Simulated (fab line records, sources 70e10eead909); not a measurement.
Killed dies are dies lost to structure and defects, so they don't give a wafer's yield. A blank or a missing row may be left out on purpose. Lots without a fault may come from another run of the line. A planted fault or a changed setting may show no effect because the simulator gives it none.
Chamber matching | flow nand_harc | NHARC_A_WL_FILL_ALD_19 on ald_metal-02: 4 sister chambers
The step deposits TiN, target thk 2 nm, pulse time 3 s, ald cycles 100. 8 wafers are shown with their chamber, then 8 later ones without.

WAFERS WITH THEIR CHAMBER
wafer  | chamber | heater_power_w (W) | precursor_pulse_height_rel
L153.6 | 3       | 1031               | 1.018
L154.5 | 3       | 1018               | 0.967
L156.2 | 1       | 1100               | 1.000
L156.4 | 2       | 1012               | 0.954
L162.1 | 0       | 947                | 1.028
L162.2 | 1       | 1113               | 1.002
L162.4 | 2       | 983                | 1.017
L165.1 | 0       | 942                | 0.981

WAFERS WITHOUT THEIR CHAMBER
wafer  | heater_power_w (W) | precursor_pulse_height_rel
L165.3 | 992                | 1.024
L165.5 | 985                | 0.996
L171.3 | 944                | 1.003
L171.4 | 999                | 1.007
L171.5 | 998                | 1.005
L172.1 | 999                | 1.030
L172.4 | 1104               | 0.998
L172.5 | 1002               | 1.037

WHICH CHAMBER EACH WENT THROUGH
wafer  | from the rows above     | in truth
L165.3 | can't be placed: 2 or 3 | 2
L165.5 | 2                       | 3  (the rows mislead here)
L171.3 | 0                       | 0
L171.4 | can't be placed: 2 or 3 | 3
L171.5 | can't be placed: 2 or 3 | 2
L172.1 | can't be placed: 2 or 3 | 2
L172.4 | 1                       | 1
L172.5 | can't be placed: 2 or 3 | 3
Placed correctly: 2 of 8. Can't be placed from these rows: 5 (the true chamber is among the candidates in 5). Placed wrongly: 1.
How it was worked out, from the rows above alone: a wafer's distance from a chamber is the root of the sum, over the readings, of the square of ((its reading less the chamber's mean) divided by the reading's scatter). The wafer belongs to the nearest chamber; if the next one is less than 2 further off, it can't be placed. A chamber's mean is the mean of its shown wafers. The scatter: the root of (the sum of the squares of (reading less its chamber's mean) over the shown wafers, divided by (wafers less chambers)).
